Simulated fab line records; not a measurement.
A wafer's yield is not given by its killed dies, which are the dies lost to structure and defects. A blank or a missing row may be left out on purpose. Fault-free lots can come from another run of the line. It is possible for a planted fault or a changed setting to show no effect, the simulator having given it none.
Chamber matching / flow n5 finfet / N5_BEOL_M3_CO_CAP_55 on cvd co-02 has 3 sister chambers
The step material Co, precursor CCTBA/H2, target thk 2 nm, time 102.1 s. 24 wafers are shown with their chamber, then 12 later ones without.

== WAFERS PAIRED WITH THEIR CHAMBERS ==
wafer=L074.2; chamber=1; heater power w (W)=265; susceptor temp C (C)=200.20
wafer=L074.3; chamber=2; heater power w (W)=231; susceptor temp C (C)=200.25
wafer=L074.5; chamber=2; heater power w (W)=228; susceptor temp C (C)=199.94
wafer=L076.1; chamber=1; heater power w (W)=268; susceptor temp C (C)=199.98
wafer=L076.3; chamber=0; heater power w (W)=185; susceptor temp C (C)=200.21
wafer=L076.6; chamber=2; heater power w (W)=225; susceptor temp C (C)=199.91
wafer=L080.2; chamber=1; heater power w (W)=269; susceptor temp C (C)=200.16
wafer=L080.5; chamber=2; heater power w (W)=230; susceptor temp C (C)=200.00
wafer=L080.6; chamber=1; heater power w (W)=264; susceptor temp C (C)=200.03
wafer=L082.2; chamber=2; heater power w (W)=233; susceptor temp C (C)=200.10
wafer=L082.4; chamber=0; heater power w (W)=184; susceptor temp C (C)=199.98
wafer=L082.5; chamber=1; heater power w (W)=265; susceptor temp C (C)=199.92
wafer=L083.1; chamber=2; heater power w (W)=231; susceptor temp C (C)=199.99
wafer=L083.4; chamber=1; heater power w (W)=263; susceptor temp C (C)=200.04
wafer=L083.5; chamber=2; heater power w (W)=229; susceptor temp C (C)=200.15
wafer=L084.1; chamber=1; heater power w (W)=266; susceptor temp C (C)=200.05
wafer=L084.5; chamber=1; heater power w (W)=280; susceptor temp C (C)=199.98
wafer=L084.6; chamber=2; heater power w (W)=233; susceptor temp C (C)=200.03
wafer=L088.2; chamber=2; heater power w (W)=233; susceptor temp C (C)=200.21
wafer=L088.3; chamber=0; heater power w (W)=181; susceptor temp C (C)=200.11
wafer=L088.5; chamber=0; heater power w (W)=184; susceptor temp C (C)=199.89
wafer=L089.1; chamber=1; heater power w (W)=270; susceptor temp C (C)=199.99
wafer=L089.3; chamber=0; heater power w (W)=181; susceptor temp C (C)=200.03
wafer=L089.4; chamber=1; heater power w (W)=273; susceptor temp C (C)=200.10

SIGNATURES, as means of the wafers listed above
reading=heater power w; chamber 0=183.00; chamber 1=268.30; chamber 2=230.33; scatter within a chamber=3.83
reading=susceptor temp C; chamber 0=200.0440; chamber 1=200.0450; chamber 2=200.0644; scatter within a chamber=0.107
Rule: a wafer's distance from a chamber is the root of the sum, over the readings, of the square of ((its reading less the chamber's mean) divided by the reading's scatter). If the next closest chamber is less than 2 further off than the closest, the wafer can't be placed; otherwise it belongs to the closest. The scatter is the square root of a quotient: the sum, over the shown wafers, of each reading's squared deviation from its chamber's mean, divided by wafers minus chambers.

== WAFERS WITHOUT THEIR CHAMBER ==
wafer=L091.1; heater power w (W)=272; susceptor temp C (C)=199.83
wafer=L091.2; heater power w (W)=186; susceptor temp C (C)=200.09
wafer=L091.4; heater power w (W)=232; susceptor temp C (C)=200.07
wafer=L094.1; heater power w (W)=269; susceptor temp C (C)=200.08
wafer=L094.2; heater power w (W)=234; susceptor temp C (C)=200.06
wafer=L094.3; heater power w (W)=184; susceptor temp C (C)=200.12
wafer=L096.1; heater power w (W)=236; susceptor temp C (C)=200.00
wafer=L096.5; heater power w (W)=180; susceptor temp C (C)=200.03
wafer=L096.6; heater power w (W)=232; susceptor temp C (C)=200.12
wafer=L097.1; heater power w (W)=183; susceptor temp C (C)=199.86
wafer=L097.3; heater power w (W)=273; susceptor temp C (C)=199.89
wafer=L097.5; heater power w (W)=271; susceptor temp C (C)=199.78

== CHAMBER TAKEN BY EACH ==
wafer=L091.1; from the rows above=1; in truth=1
wafer=L091.2; from the rows above=0; in truth=0
wafer=L091.4; from the rows above=2; in truth=2
wafer=L094.1; from the rows above=1; in truth=1
wafer=L094.2; from the rows above=2; in truth=2
wafer=L094.3; from the rows above=0; in truth=0
wafer=L096.1; from the rows above=2; in truth=2
wafer=L096.5; from the rows above=0; in truth=0
wafer=L096.6; from the rows above=2; in truth=2
wafer=L097.1; from the rows above=0; in truth=0
wafer=L097.3; from the rows above=1; in truth=1
wafer=L097.5; from the rows above=1; in truth=1
12 of 12 placed correctly. Left unplaced by these rows: 0. Number placed wrongly: 0.
